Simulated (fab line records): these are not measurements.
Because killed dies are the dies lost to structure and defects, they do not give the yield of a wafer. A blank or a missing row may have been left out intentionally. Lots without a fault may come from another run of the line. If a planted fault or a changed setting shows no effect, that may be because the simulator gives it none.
Matching of chambers ; flow n5-finfet ; N5_BEOL_M0_CO_CAP_123 on cvd-co-02 has 3 sister chambers
The step material Co, precursor CCTBA/H2, target thk 2 nm, time 102.1 s. 3 wafers are shown with their chamber, then 12 later ones without.

## EACH WAFER AND ITS CHAMBER
wafer;chamber;heater-power-w (W)
L090.4;0;241
L090.5;2;227
L090.6;1;262

## WAFERS WHOSE CHAMBER IS MISSING
wafer;heater-power-w (W)
L092.1;227
L092.2;252
L092.3;234
L092.4;240
L092.5;249
L092.6;223
L095.2;255
L095.4;236
L095.5;224
L094.1;251
L094.3;223
L094.6;236

## EACH ONE'S CHAMBER
wafer;from the rows above;in truth
L092.1;2;2
L092.2;can't be placed: 1 or 0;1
L092.3;can't be placed: 0 or 2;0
L092.4;can't be placed: 0 or 2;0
L092.5;can't be placed: 0 or 1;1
L092.6;2;2
L095.2;can't be placed: 1 or 0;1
L095.4;can't be placed: 0 or 2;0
L095.5;2;2
L094.1;can't be placed: 0 or 1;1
L094.3;2;2
L094.6;can't be placed: 0 or 2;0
4 of 12 placed correctly. Can't be placed from these rows: 8 (the true chamber is among the candidates in 8). Placed wrongly: 0.
How it was worked out, from the rows above alone: a wafer's distance from a chamber is the root of the sum, over the readings, of the square of ((its reading less the chamber's mean) divided by the reading's scatter). If the next closest chamber is less than 2 further off than the closest, the wafer can't be placed; otherwise it belongs to the closest. Each chamber's mean is taken over the wafers shown for it. The scatter: with one shown wafer a chamber, the root of the mean of the squares of how far each hidden wafer lies from its nearest shown one.
